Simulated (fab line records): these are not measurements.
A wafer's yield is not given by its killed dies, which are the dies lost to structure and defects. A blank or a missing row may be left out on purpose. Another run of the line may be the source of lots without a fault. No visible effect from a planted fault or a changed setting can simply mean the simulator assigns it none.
What tool caused it?    flow nandHarc    24 lots (72 wafers sampled), 1 step of a 1302-step route

== WHAT THE GAUGES SHOWED, per wafer ==
NHARC_A_M0_CD_MEAS_16. Usual: cdNm at 79.5 nm, with a standard deviation of 0.97.
lot   measured      on        cdNm (nm)       flag
L074  day 22 12:51  cdSem-01  79.9 80.2 78.9  
L075  day 23 04:37  cdSem-01  79.6 78.2 79.0  
L076  day 23 13:21  cdSem-03  79.9 79.5 80.2  
L077  day 24 04:11  cdSem-02  80.1 78.0 79.2  
L078  day 24 05:34  cdSem-01  79.1 79.0 79.8  
L080  day 24 20:16  cdSem-03  79.8 80.3 81.2  
L079  day 25 07:46  cdSem-01  79.8 80.6 79.7  
L081  day 26 06:34  cdSem-03  80.4 80.9 79.9  
L082  day 26 11:33  cdSem-03  78.4 79.2 80.1  
L083  day 26 18:18  cdSem-01  79.8 79.5 81.0  
L084  day 27 06:37  cdSem-01  77.7 80.4 79.3  
L085  day 27 10:52  cdSem-01  79.8 79.7 78.8  
L086  day 27 17:52  cdSem-01  79.2 78.5 80.3  
L088  day 28 09:49  cdSem-03  80.8 79.4 79.0  
L087  day 28 11:11  cdSem-01  78.3 78.8 78.7  
L089  day 28 16:31  cdSem-02  77.6 79.1 79.6  
L091  day 29 00:07  cdSem-03  79.9 80.7 78.2  
L090  day 29 01:14  cdSem-01  80.0 80.0 79.5  
L092  day 30 11:56  cdSem-01  80.7 80.7 79.3  
L093  day 30 13:28  cdSem-01  79.6 77.3 79.1  
L094  day 30 23:35  cdSem-02  79.4 79.2 79.4  
L095  day 31 02:00  cdSem-01  80.6 79.9 80.5  
L096  day 32 04:23  cdSem-02  80.1 80.0 78.5  
L097  day 32 15:38  cdSem-02  79.1 78.8 78.9  

== WHAT TOOL EACH LOT RAN ON (gives the tool, then ch and the chambers of the sampled wafers, and finally the start) ==
There is no process step in the record ahead of these readings.

== WHAT THE TOOLS THEMSELVES READ (means of the sampled wafers that have a number; where no wafer has one, the mark that the record gives instead) ==
The record holds no such reading with a usual standard deviation.

== THE ANSWER, worked out from the rows above alone ==
Rule: lot off if the mean of its wafers having a number is beyond 3 standard deviations from the usual mean. Also off: a lot with no number at a reading for which 4 or more lots have one. All remaining lots with rows at the step are treated as sound. First the gauges in route order, then the tools' own readings, where a lot's mean is used as printed above. At the first step where some lot is off, the reading lying furthest off is the one used; lots without a number count as furthest.
Across all readings shown, no lot is off: no conclusion can be drawn from this.

== WHAT THE SIMULATOR PUT IN ==
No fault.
